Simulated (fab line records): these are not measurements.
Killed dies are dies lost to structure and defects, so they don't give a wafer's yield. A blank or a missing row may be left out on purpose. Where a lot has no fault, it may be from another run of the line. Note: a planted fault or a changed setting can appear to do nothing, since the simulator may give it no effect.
fab line records | flow n5Finfet
[record] lots = 11 wafers = 31 lastDay = 17
route steps=1938 shown WELL_APT@28 PMOS_HMC_CHANNEL_EPI@74 FIN_SAQP@111 PASSIVATION@1936
lots with no fault: from the same line, run without faults
startH: start of the lot's first displayed wafer, in hours after the record's first day | waitH: time in hours since the lot's previous step | " the same as in the row above | L1.1+2: a row that stands for several wafers | - no value present, or no start provided | * or withheld: withheld | < > ~ a bound
route shown NAME@n: a module of which the file shows steps, and the number in the route of the first | usual: mean/standard deviation of fault-free wafers | same: alike in all rows | chamber/n: place in a boat | sites: per-site readings | _std_site: the standard deviation of these | _edge_site: outer sites' mean less inner sites' | radiusMm: how far each site lies from the wafer's centre | mask NAME#n: copy n | behind: tool/chamber where the wafer was last shaped | hold: the reason the lot was held/the length of the hold in hours/how it ended | device: transistor that didn't switch, given as n, p or np | end of line: the same wafers' tests at the end of the route | step lacking rows: just its recipe | killed: dies lost to structure and defects at the first sort, not the wafer's yield | map: shows each die of a wafer: x if killed, . if not, _ if none is there
set.NAME: the setting the step ran with; set.NAME@STEP: the setting that earlier step ran with | model.NAME: the simulator's own value behind a step, which no gauge read
a sample of lots followed through the steps of the route, with each step as a table and each wafer as a row
services: the hour from which a tool's chamber was out of use, counted from the record's first day as startH (under 0 if before that day), plus the number of hours and why
[[steps]]
[step N5_WELL_APT_CD_MEAS_08]
[recipe] targetCdNm = 200 landingEnergyEv = 500 detector = seInlens
[usual] cdNm = 199.6/1.7
// columns lot.wafer tool chamber startH waitH cdNm
L546.1 cdSem-03 0 13.81 - 201.1
L546.2 " 0 " " 200.0
L546.5 " 0 " " 199.1
L547.1 cdSem-01 0 19.68 - 200.5
L547.2 " 0 " " 202.0
L547.3 " 0 " " 202.8
L554.1 cdSem-01 0 63.00 - 197.7
L554.2 " 0 " " 197.1
L556.1 cdSem-02 0 73.56 - 200.8
L556.6 " 0 " " 197.8
L560.1 cdSem-01 0 97.60 - 196.9
L560.4 " 0 " " 198.0
L560.5 " 0 " " 199.0
L562.3 cdSem-02 0 109.56 - 197.0
L562.5 " 0 " " 199.9
L562.6 " 0 " " 199.5
L564.2 cdSem-03 0 121.57 - 200.6
L564.4 " 0 " " 198.5
L564.6 " 0 " " 198.7
L566.1 cdSem-03 0 133.68 - 199.3
L566.2 " 0 " " 198.1
L566.6 " 0 " " 199.4
L567.3 cdSem-01 0 140.00 - 203.0
L567.5 " 0 " " 201.4
L567.6 " 0 " " 201.7
L568.1 cdSem-01 0 145.92 - 198.5
L568.4 " 0 " " 197.5
L568.6 " 0 " " 197.8
L569.1 cdSem-01 0 151.68 - 199.8
L569.2 " 0 " " 200.7
L569.3 " 0 " " 199.5
[step N5_PMOS_HMC_CHANNEL_EPI_FIN_RECESS_16]
[recipe] chemistry = HBr/Cl2 target = Si maskMaterial = SiO2 targetDepthA = 540 timeS = 18 pressureMtorr = 10 icpW = 800 biasW = 75 HBr_flow_sccm = 150 Cl2_flow_sccm = 80
[usual] drypumpMotorCurrentA = 5.6/0.45 oesProductAu = 0.998/0.014 rfFwdPowerW = 795.0/2.9 throttleValvePct = 35.41/0.17
[same] timeS = 18
// columns lot.wafer tool chamber startH waitH drypumpMotorCurrentA oesProductAu rfFwdPowerW rfHoursCounterH throttleValvePct
L546.1 rieSi-04 2 18.62 0.0 5.4 0.989 795.0 99 35.37
L546.2 " 3 " " 5.8 0.992 796.1 1 35.02
L546.5 " 0 " " 5.2 0.990 791.3 - 35.32
L547.1 rieSi-04 3 23.48 0.0 5.9 0.996 797.6 1 35.02
L547.2 " 0 " " 5.2 0.997 796.6 139 35.33
L547.3 " 1 " " 5.5 0.969 801.0 174 35.39
L554.1 rieSi-04 0 67.78 0.0 5.2 1.251 798.5 140 34.92
L554.2 " 3 " " 5.9 0.999 792.0 2 35.01
L556.1 rieSi-04 2 77.77 0.0 5.4 1.254 793.0 100 34.99
L556.6 " 1 " " 5.5 0.982 799.8 - 35.38
L560.1 rieSi-03 3 103.25 0.0 6.7 1.013 796.5 5 35.51
L560.4 " 1 " " 6.1 1.009 789.3 153 35.65
L560.5 " 3 " " 6.7 0.997 800.3 - 35.51
L562.3 rieSi-02 2 114.05 0.0 5.3 0.996 800.8 105 35.37
L562.5 " 0 " " 5.0 1.027 796.7 - 35.36
L562.6 " 3 " " 5.3 1.003 795.0 - 35.45
L564.2 rieSi-03 0 125.89 0.0 5.5 1.003 791.7 48 35.58
L564.4 " 3 " " 6.6 1.000 797.5 6 35.50
L564.6 " 1 " " 6.1 1.005 795.9 - 35.63
L566.1 rieSi-02 3 137.90 0.0 5.2 0.988 797.4 117 35.46
L566.2 " 2 " " 5.3 0.992 796.1 105 35.37
L566.6 " 3 " " 5.2 0.999 798.3 - 35.46
L567.3 rieSi-02 3 145.32 0.0 5.3 0.992 798.5 117 35.46
L567.5 " 1 " " 6.4 1.028 794.2 - 35.61
L567.6 " 2 " " 5.3 1.010 796.3 - 35.35
L568.1 rieSi-03 2 149.66 0.0 5.7 0.987 794.2 128 35.52
L568.4 " 1 " " 6.1 1.004 793.5 - 35.65
L568.6 " 0 " " 5.5 1.001 792.8 - 35.59
L569.1 rieSi-03 3 155.98 0.0 6.7 1.000 794.5 6 35.52
L569.2 " 2 " " 5.7 0.984 798.3 128 35.51
L569.3 " 1 " " 6.1 1.009 796.6 154 35.65
[step N5_PMOS_HMC_CHANNEL_EPI_THK_MEAS_22]
[recipe] reads = SiGe30_of_PMOS_HMC_CHANNEL_EPI_EPI_20
[usual] HMC_CMP_THK = 53.8/0.95
// columns lot.wafer tool chamber startH waitH HMC_CMP_THK[nm]
L546.1 filmMetro-02 - 20.43 - 53.0
L546.2 " - " " 52.3
L546.5 " - " " 53.3
L547.1 filmMetro-01 - 25.29 - 52.3
L547.2 " - " " 53.6
L547.3 " - " " 52.5
L554.1 filmMetro-01 - 70.04 - 58.8
L554.2 " - " " 52.2
L556.1 filmMetro-02 - 80.01 - 58.9
L556.6 " - " " 52.9
L560.1 filmMetro-02 - 107.67 - 53.8
L560.4 " - " " 53.9
L560.5 " - " " 53.7
L562.3 filmMetro-01 - 117.50 - 54.0
L562.5 " - " " 55.1
L562.6 " - " " 54.5
L564.2 filmMetro-02 - 127.69 - 55.6
L564.4 " - " " 53.9
L564.6 " - " " 54.0
L566.1 filmMetro-02 - 140.18 - 54.3
L566.2 " - " " 53.9
L566.6 " - " " 54.5
L567.3 filmMetro-01 - 147.57 - 54.6
L567.5 " - " " 54.8
L567.6 " - " " 54.5
L568.1 filmMetro-02 - 151.47 - 54.0
L568.4 " - " " 53.6
L568.6 " - " " 56.1
L569.1 filmMetro-01 - 160.38 - 53.3
L569.2 " - " " 54.1
L569.3 " - " " 53.4
[step N5_FIN_SAQP_CD_MEAS_16]
[recipe] targetCdNm = 35.6 landingEnergyEv = 500 detector = seInlens
[usual] cdNm = 35.5/0.35
// columns lot.wafer tool chamber startH waitH cdNm
L546.1 cdSem-03 0 22.49 - 35.4
L546.2 " 0 " " 35.1
L546.5 " 0 " " 35.4
L547.1 cdSem-02 0 27.48 - 35.5
L547.2 " 0 " " 35.6
L547.3 " 0 " " 35.2
L554.1 cdSem-02 0 71.96 - 35.2
L554.2 " 0 " " 35.1
L556.1 cdSem-02 0 81.81 - 35.2
L556.6 " 0 " " 35.5
L560.1 cdSem-02 0 110.07 - 35.6
L560.4 " 0 " " 36.1
L560.5 " 0 " " 35.3
L562.3 cdSem-03 0 119.49 - 35.4
L562.5 " 0 " " 35.7
L562.6 " 0 " " 35.0
L564.2 cdSem-01 0 129.49 - 35.0
L564.4 " 0 " " 35.7
L564.6 " 0 " " 35.0
L566.1 cdSem-02 0 142.13 - 35.4
L566.2 " 0 " " 35.4
L566.6 " 0 " " 35.1
L567.3 cdSem-02 0 149.48 - 35.3
L567.5 " 0 " " 35.3
L567.6 " 0 " " 35.3
L568.1 cdSem-02 0 153.27 - 35.4
L568.4 " 0 " " 35.5
L568.6 " 0 " " 35.7
L569.1 cdSem-01 0 163.18 - 35.2
L569.2 " 0 " " 35.3
L569.3 " 0 " " 35.4
[step N5_FIN_SAQP_STRIP_70]
[recipe] chemistry = N2/H2 powerW = 500 tempC = 40 pressureMtorr = 50 rfFrequencyHz = 6e+07 overashFraction = 0.3 biasPowerW = 28 h2Frac = 0.5 n2FlowSccm = 300 h2FlowSccm = 300
[usual] drypumpMotorCurrentA = 6.0/0.44 oesProductAu = 0.75/0.063 rfFwdPowerW = 493.7/2 rfVppV = 121.8/0.9 showerheadPlenumPTorr = 3.35/0.096 tempC = 40.00/0.11 throttleValvePct = 18.88/0.28
// columns lot.wafer tool chamber startH waitH drypumpMotorCurrentA oesProductAu rfFwdPowerW rfHoursCounterH rfVppV showerheadPlenumPTorr tempC throttleValvePct
L546.1 rieDiel-03 0 25.78 0.0 5.3 0.77 494.4 133 122.4 3.35 40.09 18.92
L546.2 " 3 " " 5.5 0.70 495.4 244 122.4 3.33 40.04 19.09
L546.5 " 0 " " 5.3 0.77 495.8 - 122.6 3.35 40.09 18.91
L547.1 rieDiel-04 2 30.52 0.0 6.4 0.75 494.7 157 120.4 3.36 39.82 19.05
L547.2 " 3 " " 6.1 0.87 494.5 63 122.3 3.27 40.24 18.76
L547.3 " 0 " " 6.6 0.73 493.5 164 122.3 3.48 39.98 18.69
L554.1 rieDiel-05 3 75.07 0.0 6.2 0.74 496.0 195 121.3 3.45 40.07 18.49
L554.2 " 1 " " 5.0 0.75 496.5 159 121.5 3.36 40.04 18.91
L556.1 rieDiel-03 2 85.58 0.0 6.0 0.74 494.8 194 122.4 3.47 40.00 19.74
L556.6 " 1 " " 6.6 0.92 492.6 - 121.6 3.30 39.91 18.64
L560.1 rieDiel-04 3 113.30 0.0 6.1 0.83 491.5 92 122.3 3.26 40.17 18.82
L560.4 " 0 " " 6.6 0.71 494.4 - 123.7 3.47 39.89 18.73
L560.5 " 3 " " 6.1 0.82 490.4 - 122.0 3.26 39.98 18.83
L562.3 rieDiel-04 3 122.79 0.0 6.1 0.82 491.2 95 122.8 3.25 39.92 18.81
L562.5 " 0 " " 6.6 0.69 493.7 - 122.5 3.47 39.94 18.73
L562.6 " 1 " " 6.1 0.71 490.0 - 122.5 3.47 40.00 18.59
L564.2 rieDiel-04 3 132.57 0.0 6.1 0.82 492.4 99 122.0 3.25 39.87 18.83
L564.4 " 2 " " 6.4 0.71 496.6 194 122.9 3.34 39.94 19.12
L564.6 " 0 " " 6.6 0.70 493.2 - 123.2 3.46 39.83 18.76
L566.1 rieDiel-05 1 145.49 0.0 5.0 0.73 491.7 182 121.6 3.35 40.07 18.94
L566.2 " 3 " " 6.1 0.70 492.8 218 122.2 3.44 40.06 18.52
L566.6 " 0 " " 5.9 0.68 496.1 - 121.0 3.20 39.85 18.91
L567.3 rieDiel-04 1 153.73 0.0 6.1 0.70 494.8 219 123.4 3.46 39.97 18.63
L567.5 " 3 " " 6.1 0.82 493.5 - 120.5 3.25 40.01 18.84
L567.6 " 1 " " 6.1 0.70 494.8 - 122.0 3.46 40.04 18.63
L568.1 rieDiel-03 0 156.19 0.0 5.4 0.73 495.4 180 120.2 3.32 39.93 18.98
L568.4 " 1 " " 6.6 0.87 491.0 50 121.2 3.29 39.95 18.66
L568.6 " 1 " " 6.6 0.87 491.0 - 120.7 3.29 39.96 18.66
L569.1 rieDiel-03 0 166.56 0.0 5.3 0.73 496.0 183 122.0 3.32 40.08 19.00
L569.2 " 3 " " 5.5 0.91 493.1 34 121.6 3.30 39.89 18.80
L569.3 " 2 " " 6.0 0.72 493.5 217 122.3 3.46 39.96 19.77
[step N5_PASSIVATION_PROBE_49]
[usual] killed_at_M0_to_M3 = 34/11 killed_at_M4_up = 14/5.7 killedAtContacts = 14/6.9 killedAtFrontEnd = 40/11 killedAtOther = 4/3.1 killedDies = 105/17 killedOpen = 70/13 killedShort = 34/7.6
[same] grossDies = 1180 killedAtBackSide = 0
// columns lot.wafer tool chamber startH waitH killed_at_M0_to_M3 killed_at_M4_up killedAtContacts killedAtFrontEnd killedAtOther killedDies killedOpen killedShort
L560.1 prober-01 - 369.38 0.0 33 11 31 45 11 131 84 47
L560.4 prober-01 - 369.53 0.2 48 11 11 55 10 135 83 52
L560.5 prober-01 - 369.58 0.2 34 14 6 50 5 109 67 41
// killed by level:class
L560.1 MOL_CONTACT_COAG:geometricParticle:short=16 MOL_CONTACT_COAG:geometricParticle:open=15 FIN_SAQP:geometricParticle:open=14 STI_FIN_REVEAL:geometricParticle:open=12 BEOL_M0_SAQP:geometricParticle:open=9 BEOL_M0_SAQP:geometricParticle:short=8 BEOL_M4:geometricParticle:open=7 PASS1_CAP:geometricParticle:short=6
L560.4 FIN_SAQP:geometricParticle:open=18 BEOL_M0_SAQP:geometricParticle:short=13 BEOL_M0_SAQP:geometricParticle:open=13 FIN_SAQP:geometricParticle:short=10 MOL_CONTACT_COAG:geometricParticle:open=8 STI_FIN_REVEAL:geometricParticle:open=6 BEOL_M3:geometricParticle:open=6 STARTING-WAFER:geometricParticle:short=6
L560.5 FIN_SAQP:geometricParticle:short=13 FIN_SAQP:geometricParticle:open=9 DUMMY_GATE:geometricParticle:open=9 STI_FIN_REVEAL:geometricParticle:open=8 BEOL_M0_SAQP:geometricParticle:short=7 BEOL_M2:geometricParticle:open=6 MOL_CONTACT_COAG:geometricParticle:open=6 BEOL_M0_SAQP:geometricParticle:open=5
[[services]]
// columns tool chamber startH hours kind
rieDiel-03 0 5.82 4.5 repair
rieSi-02 0 8.62 30.8 repair
rieSi-04 1 10.15 5.6 repair
rieDiel-03 1 11.62 21.1 repair
rieSi-04 3 24.74 1.1 repair
rieSi-03 - 27.32 4.4 repair
rieDiel-05 0 37.87 5.3 repair
rieDiel-03 3 42.17 - clean
rieDiel-03 3 42.17 - consumableReplace:focusRing
rieDiel-03 3 42.17 19.3 scheduledDown
rieDiel-03 3 42.17 19.3 ventCycle
rieSi-04 2 54.09 3.4 repair
rieSi-02 2 59.43 29.7 repair
rieSi-02 - 79.32 2.8 pm
rieDiel-03 - 95.44 6.3 repair
rieDiel-04 1 111.29 4.4 repair
rieDiel-04 0 137.60 42.6 repair
rieSi-03 3 142.38 10.6 repair
rieSi-02 1 164.90 16.7 repair
[[key]]
[firstSign] step = N5_PMOS_HMC_CHANNEL_EPI_FIN_RECESS_16 reading = oesProductAu direction = up sigmas = 18 usual = 0.998 struck = 1.253
[effect] step = N5_PMOS_HMC_CHANNEL_EPI_FIN_RECESS_16 reading = throttleValvePct direction = down sigmas = 2.7 usual = * struck = *
[effect] step = N5_PMOS_HMC_CHANNEL_EPI_THK_MEAS_22 reading = HMC_CMP_THK direction = up sigmas = 5.3 usual = 53.8 struck = 58.9
metAt N5_PMOS_HMC_CHANNEL_EPI_FIN_RECESS_16
struckLots L554,L556
struckWafers L554.1,L556.1
testerLeftOut L554,L556
notActingAt N5_WELL_APT_CD_MEAS_08,N5_FIN_SAQP_CD_MEAS_16,N5_FIN_SAQP_STRIP_70
onsetBetween 23.48 67.78
[fault] kind = processParameterDrift tool = rieSi-04 chamber = - onsetH = 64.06 steps = N5_PMOS_HMC_CHANNEL_EPI_FIN_RECESS_16 channel = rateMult offset = 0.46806 shape = step endH = 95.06 scope = struckWafersOnly
// testerLeftOut: of these lots the tester's yield and bins aren't shown, on N5 and GAA mostly nor the transistor test; their killed dies are dies lost to structure and defects alone, not to doping, threshold or leakage, so they don't give the yield
